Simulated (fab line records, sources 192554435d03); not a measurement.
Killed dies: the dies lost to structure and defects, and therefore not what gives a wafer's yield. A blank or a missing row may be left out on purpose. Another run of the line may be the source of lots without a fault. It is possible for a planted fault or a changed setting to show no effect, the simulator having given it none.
fab line records -- flow n5_finfet
[record] lots = 4, wafers = 12, last_day = 19
route steps=1938 shown BEOL_M3@947 BEOL_M4@1111
lots with no fault: from the same line, run without faults
start_h: hours from the record's first day to the start of the lot's first wafer shown -- wait_h: hours from the lot's prior step to this one -- " same as the row above -- L1.1+2: one row covering several wafers at once -- - no value, or no start was given -- * or withheld: withheld -- < > ~ a bound
route shown NAME@n: a module of which the file shows steps, and the number in the route of the first -- usual: mean/standard deviation of fault-free wafers -- same: alike in all rows -- chamber/n: place in a boat -- sites: per-site readings -- _std_site: standard deviation of those values -- _edge_site: outer sites' mean less inner sites' -- radius_mm: for every site, how far away it sits from the centre of the wafer -- mask NAME#n: copy n -- behind: tool/chamber where the wafer was last shaped -- hold: why the lot was held/for how many hours/how that ended -- device: transistor that didn't switch, given as n, p or np -- end of line: the same wafers' tests at the end of the route -- for a step that has no rows: nothing shown but its recipe -- killed: the dies lost at the first sort to structure and to defects; this is not the yield of the wafer -- map: the dies of a wafer, with x for killed, . for not killed, _ for no die there
set.NAME: the setting as run; set.NAME@STEP: as run at that earlier step -- model.NAME: the simulator's own value behind a step, which no gauge read
lots at some steps of the route; a table a step, a row a wafer
services: the hour from which a tool's chamber was out of use, counted from the record's first day as start_h (under 0 if before that day), plus the number of hours and why
[[steps]]
[step N5_BEOL_M3_DESCUM_16]
[recipe] chemistry = O2, time_s = 7, source_power_w = 50, bias_power_w = 20, pressure_mtorr = 20, rf_frequency_hz = 2.712e+07, temp_c = 40, resist = CAR-EUV, o2_flow_sccm = 225
[step N5_BEOL_M3_ETCH_74]
[recipe] chemistry = N2/H2, target = underlayer, target_depth_a = 65, mask_material = CAR-EUV, time_s = 5.2, ion_energy_ev = 200, pressure_mtorr = 30, source_w = 840, bias_w = 150, n2_flow_sccm = 200, h2_flow_sccm = 200, ends = cleared
[step N5_BEOL_M3_ETCH_63]
[recipe] chemistry = CF4, target = SiARC, target_depth_a = 156, mask_material = CAR-EUV, time_s = 26, ion_energy_ev = 80, pressure_mtorr = 40, source_w = 545, bias_w = 36, Ar_flow_sccm = 100, cf4_flow_sccm = 100, ends = cleared
[step N5_BEOL_M3_ETCH_64]
[recipe] chemistry = N2/H2, target = SOC, target_depth_a = 750, overetch_a = 150, mask_material = SiARC, temp_c = 40, time_s = 112.5, ion_energy_ev = 200, pressure_mtorr = 30, source_w = 840, bias_w = 150, n2_flow_sccm = 200, h2_flow_sccm = 200
[step N5_BEOL_M3_STRIP_65]
[recipe] chemistry = N2/H2, temp_c = 40, n2_flow_sccm = 200, h2_flow_sccm = 200, rf_frequency_hz = 6e+07
[step N5_BEOL_M3_STRIP_75]
[recipe] chemistry = N2/H2, temp_c = 40, n2_flow_sccm = 200, h2_flow_sccm = 200, rf_frequency_hz = 6e+07
[step N5_BEOL_M3_STRIP_66]
[recipe] chemistry = CF4, resist = SiARC, power_w = 300, bias_power_w = 75, pressure_mtorr = 50, cf4_flow_sccm = 150, rf_frequency_hz = 6e+07
[step N5_BEOL_M3_HM_OPEN_17]
[recipe] chemistry = Cl2/BCl3, target_depth_a = 200, overetch_a = 60, target = TiN, mask_material = SOC, ion_energy_ev = 150, pressure_mtorr = 10, icp_w = 1000, bias_w = 126, Cl2_flow_sccm = 53.25, bcl3_flow_sccm = 21.75, Ar_flow_sccm = 25
[step N5_BEOL_M3_STRIP_19]
[recipe] chemistry = O2, power_w = 400, temp_c = 40, pressure_mtorr = 30, rf_frequency_hz = 6e+07, bias_power_w = 0, overash_fraction = 0.2, o2_flow_sccm = 225
[step N5_BEOL_M3_COAT_67]
[recipe] resist = SOC, temp_c = 250, time_s = 60, spin_rpm = 1500, resist_thk_nm = 60
[step N5_BEOL_M3_COAT_68]
[recipe] resist = SiARC, temp_c = 220, time_s = 60, spin_rpm = 1500, resist_thk_nm = 12
[usual] exhaust_pa = 45.0/0.9, spin_speed_rpm = 1500.1/1
lot.wafer,tool,chamber,start_h,wait_h,exhaust_pa,spin_speed_rpm,model.SiARC_of_BEOL_M3_COAT_68.thk_nm
L324.1,litho_track-02,0,218.57,-,44.2,1498.7,12
L324.2,litho_track-02,0,218.57,-,45.6,1500.7,12
L324.3,litho_track-02,0,218.57,-,44.8,1500.5,12
L326.2,litho_track-02,0,222.03,-,44.5,1429.7,12.4
L326.4,litho_track-02,0,222.03,-,45.0,1429.7,12.4
L326.6,litho_track-02,0,222.03,-,43.6,1431.4,12.4
L332.2,litho_track-02,0,266.22,-,45.3,1431.6,12.2
L332.5,litho_track-02,0,266.22,-,45.8,1431.0,12.4
L332.6,litho_track-02,0,266.22,-,46.2,1430.6,12.4
L336.1,litho_track-04,0,290.68,-,44.0,1500.1,12
L336.2,litho_track-04,0,290.68,-,44.0,1499.7,12
L336.4,litho_track-04,0,290.68,-,45.1,1499.2,12
[step N5_BEOL_M3_COAT_76]
[recipe] resist = underlayer, temp_c = 205, time_s = 60, spin_rpm = 1500, resist_thk_nm = 5
[step N5_BEOL_M3_COAT_22]
[recipe] resist = CAR-EUV, spin_rpm = 1500, resist_thk_nm = 30
[step N5_BEOL_M3_EBR_24]
[recipe] solvent = PGMEA, ebr_width_mm = 1.5
[step N5_BEOL_M3_SOFTBAKE_23]
[recipe] temp_c = 110, time_s = 60, resist = CAR-EUV
[step N5_BEOL_M3_EXPOSE_25]
[recipe] mask_id = V2, na = 0.33, source_shape = quasar, sigma_inner = 0.2, sigma_outer = 0.8, polarization = unpolarized, defocus_nm = 5, dose_mj = 63
[step N5_BEOL_M3_PEB_26]
[recipe] peb_temp_c = 100, peb_time_s = 60, resist = CAR-EUV
[step N5_BEOL_M3_DEVELOP_27]
[recipe] develop_time_s = 30, developer = TMAH, resist = CAR-EUV, rinse_liquid = surfactant_rinse, dry = air_spin, dev_temp_c = 23
[step N5_BEOL_M3_DESCUM_33]
[recipe] chemistry = O2, time_s = 7, source_power_w = 50, bias_power_w = 20, pressure_mtorr = 20, rf_frequency_hz = 2.712e+07, temp_c = 40, resist = CAR-EUV, o2_flow_sccm = 225
[step N5_BEOL_M3_ETCH_77]
[recipe] chemistry = N2/H2, target = underlayer, target_depth_a = 65, mask_material = CAR-EUV, time_s = 5.2, ion_energy_ev = 200, pressure_mtorr = 30, source_w = 840, bias_w = 150, n2_flow_sccm = 200, h2_flow_sccm = 200, ends = cleared
[step N5_BEOL_M3_ETCH_69]
[recipe] chemistry = CF4, target = SiARC, target_depth_a = 156, mask_material = CAR-EUV, time_s = 26, ion_energy_ev = 80, pressure_mtorr = 40, source_w = 545, bias_w = 36, Ar_flow_sccm = 100, cf4_flow_sccm = 100, ends = cleared
[usual] drypump_motor_current_A = 5.8/0.31, etch_rf_on_time_s = 25.8/0.99, mfc_ar_sccm = 99.97/0.29, oes_product_au = 0.68/0.073, rf_fwd_power_W = 531.5/1.6, rf_vpp_V = 183.6/1.1, showerhead_plenum_p_Torr = 2.11/0.071, throttle_valve_pct = 15.66/0.19
lot.wafer,tool,chamber,start_h,wait_h,drypump_motor_current_A,etch_rf_on_time_s,mfc_ar_sccm,oes_product_au,rf_fwd_power_W,rf_hours_counter_h,rf_vpp_V,showerhead_plenum_p_Torr,throttle_valve_pct,model.etch.depth_nm
L324.1,rie_diel-05,0,219.22,0.0,5.5,25.6,99.88,0.79,530.8,28,183.2,2.18,15.82,12.07
L324.2,rie_diel-05,3,219.22,0.0,6.0,27.5,99.95,0.68,530.0,80,184.7,2.18,15.82,12.04
L324.3,rie_diel-05,2,219.22,0.0,5.3,28.4,99.35,0.59,534.2,205,184.2,2.14,15.86,12.05
L326.2,rie_diel-06,3,222.93,0.0,5.9,25.4,99.94,0.67,531.0,147,183.6,2.05,15.53,12.37
L326.4,rie_diel-06,1,222.93,0.0,5.6,26.3,99.98,0.64,533.4,179,182.5,2.05,15.66,12.3
L326.6,rie_diel-06,2,222.93,0.0,5.4,25.4,99.64,0.85,530.3,-,186.6,2.30,15.48,12.35
L332.2,rie_diel-06,0,266.68,0.0,5.6,27.3,99.82,0.71,533.0,65,184.4,2.08,15.32,12.28
L332.5,rie_diel-06,1,266.68,0.0,5.6,26.3,100.58,0.63,528.2,-,182.9,2.04,15.70,12.35
L332.6,rie_diel-06,2,266.68,0.0,5.4,25.9,99.92,0.80,530.2,-,185.2,2.29,15.50,12.35
L336.1,rie_diel-03,2,291.92,0.0,6.0,25.2,100.22,0.58,530.9,237,182.9,2.04,15.71,12.01
L336.2,rie_diel-03,3,291.92,0.0,5.7,26.2,99.91,0.63,532.5,204,183.1,2.05,15.97,12.01
L336.4,rie_diel-03,1,291.92,0.0,6.0,24.5,99.88,0.65,531.8,176,183.8,2.14,15.77,11.98
[step N5_BEOL_M3_ALD_98]
[recipe] material = SiO2, target_thk_a = 25, temp_c = 100, ald_precursor_family = BDEAS, ald_co_reactant = O2-plasma, pulse_time_s = 1, co_reactant_pulse_time_s = 1, purge_time_s = 2, co_reactant_purge_time_s = 2, ald_cycles = 17, pressure_torr = 2
[step N5_BEOL_M3_ETCHBACK_99]
[recipe] chemistry = CHF3, target = SiO2, target_depth_a = 50, time_s = 10.4, source_w = 215, bias_w = 47, Ar_flow_sccm = 200, CHF3_flow_sccm = 12, ion_energy_ev = 100, pressure_mtorr = 30
[step N5_BEOL_M3_ETCH_70]
[recipe] chemistry = N2/H2, target = SOC, target_depth_a = 800, overetch_a = 160, mask_material = SiARC, temp_c = 40, time_s = 120, ion_energy_ev = 200, pressure_mtorr = 30, source_w = 840, bias_w = 150, n2_flow_sccm = 200, h2_flow_sccm = 200
[usual] drypump_motor_current_A = 5.77/0.3, h2_flow_sccm = 200.0/0.61, n2_flow_sccm = 199.9/0.6, oes_product_au = 0.61/0.063, rf_fwd_power_W = 835.4/2.7, rf_vpp_V = 522.7/2.6, showerhead_plenum_p_Torr = 2.50/0.091, throttle_valve_pct = 17.86/0.2
lot.wafer,tool,chamber,start_h,wait_h,drypump_motor_current_A,h2_flow_sccm,n2_flow_sccm,oes_product_au,rf_fwd_power_W,rf_hours_counter_h,rf_vpp_V,showerhead_plenum_p_Torr,throttle_valve_pct,model.SiARC_of_BEOL_M3_COAT_68.thk_nm
L324.1,rie_diel-05,1,227.05,0.0,5.77,198.6,201.3,0.57,835.2,175,525.6,2.64,17.79,6.2
L324.2,rie_diel-05,3,227.05,0.0,5.96,200.1,198.9,0.62,834.1,82,525.1,2.59,18.16,6.6
L324.3,rie_diel-05,2,227.05,0.0,5.34,201.2,200.4,0.55,836.3,208,522.8,2.49,17.66,7
L326.2,rie_diel-06,2,230.06,0.0,5.37,199.6,200.6,0.74,835.1,4,527.8,2.75,17.82,6.4
L326.4,rie_diel-06,3,230.06,0.0,5.87,201.2,199.9,0.58,835.4,148,520.0,2.42,17.66,6.2
L326.6,rie_diel-06,2,230.06,0.0,5.33,200.4,200.2,0.73,840.4,-,529.7,2.74,17.85,6.4
L332.2,rie_diel-03,2,271.55,0.0,6.07,200.9,200.1,0.52,836.9,230,519.8,2.41,17.80,6.6
L332.5,rie_diel-03,1,271.55,0.0,5.93,200.0,200.7,0.57,839.5,-,523.4,2.55,18.00,6.6
L332.6,rie_diel-03,2,271.55,0.0,6.06,200.6,200.1,0.52,833.4,-,520.5,2.41,17.81,6.6
L336.1,rie_diel-06,1,294.48,0.0,5.64,199.4,199.6,0.55,830.5,205,519.3,2.43,18.01,6.6
L336.2,rie_diel-06,0,294.48,0.0,5.57,200.3,199.3,0.64,833.4,73,521.7,2.47,17.71,6.4
L336.4,rie_diel-06,2,294.48,0.0,5.34,200.6,200.6,0.70,837.2,23,529.8,2.74,17.86,6
[step N5_BEOL_M3_STRIP_71]
[recipe] chemistry = N2/H2, temp_c = 40, n2_flow_sccm = 200, h2_flow_sccm = 200, rf_frequency_hz = 6e+07
[step N5_BEOL_M4_RC_MEAS_101]
[usual] DIBL_N = 35.8/2.2, DIBL_P = 35.3/2.7, IOFF_N = 0.16/0.043, IOFF_P = 0.21/0.043, ION_N = 676/15, ION_P = 463/9.1, SS_N = 71.4/0.77, SS_P = 73.0/0.79, VT_N = 250/4, VT_P = -249.8/2.8
lot.wafer,tool,chamber,start_h,wait_h,DIBL_N[mV/V],DIBL_P[mV/V],IOFF_N[nA/um],IOFF_P[nA/um],ION_N[uA/um],ION_P[uA/um],SS_N[mV/dec],SS_P[mV/dec],VT_N[mV],VT_P[mV]
L324.1,prober-02,0,245.79,0.0,31.9,29.6,0.10,0.13,664,453,70.3,71.8,257,-255.3
L324.2,prober-02,0,245.79,0.0,36.2,35.3,0.16,0.21,665,454,70.8,72.9,249,-249.0
L324.3,prober-02,0,245.79,0.0,34.7,33.4,0.15,0.18,683,462,71.4,72.4,249,-251.4
L326.2,prober-01,0,247.74,0.2,37.8,38.9,0.19,0.25,668,459,72.5,73.8,245,-245.8
L326.4,prober-01,0,247.74,0.2,34.4,35.1,0.12,0.18,680,466,72.0,73.0,251,-252.1
L326.6,prober-01,0,247.74,0.2,38.4,38.3,0.21,0.23,670,450,72.7,73.3,245,-248.7
L332.2,prober-02,0,293.61,0.2,37.6,36.9,0.19,0.23,654,448,72.2,73.8,250,-248.7
L332.5,prober-02,0,293.61,0.2,36.1,36.1,0.15,0.21,677,470,71.7,73.2,250,-247.8
L332.6,prober-02,0,293.61,0.2,34.4,34.3,0.13,0.19,675,472,70.7,73.2,252,-249.5
L336.1,prober-01,0,314.37,0.0,35.4,33.4,0.14,0.20,679,467,71.3,72.6,249,-249.0
L336.2,prober-01,0,314.37,0.0,37.6,35.1,0.19,0.23,694,465,71.8,73.4,246,-247.3
L336.4,prober-01,0,314.37,0.0,36.2,32.8,0.15,0.18,678,464,70.8,73.1,251,-250.0
[[services]]
tool,chamber,start_h,hours,kind
rie_diel-03,3,204.13,13.8,repair
rie_diel-06,-,216.83,4.3,pm
rie_diel-05,3,228.51,2.4,repair
rie_diel-06,2,235.86,5.7,repair
rie_diel-05,-,249.68,4.3,pm
litho_track-04,-,287.22,-,consumable_replace:filter
rie_diel-05,-,290.91,0.9,repair
[[key]]
[first_sign] step = N5_BEOL_M3_COAT_68, reading = spin_speed_rpm, direction = down, sigmas = 67, usual = *, struck = *
effect none on later readings
[model_effect] step = N5_BEOL_M3_COAT_68, value = SiARC_of_BEOL_M3_COAT_68.thk_nm, without = 12, struck = 12.37
[model_effect] step = N5_BEOL_M3_ETCH_69, value = etch.depth_nm, without = 12.05, struck = 12.33
[model_effect] step = N5_BEOL_M3_ETCH_70, value = SiARC_of_BEOL_M3_COAT_68.thk_nm, without = 6.167, struck = 6.467
met_at N5_BEOL_M3_COAT_68
struck_wafers L326.2,L326.4,L326.6,L332.2,L332.5,L332.6
onset_between 218.57 222.03
[fault] kind = process_parameter_drift, tool = litho_track-02, chamber = -, onset_h = 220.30, steps = N5_BEOL_M3_COAT_68, channel = spin_rpm, offset = *, shape = step, end_h = 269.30, acts_in = *, stated = *
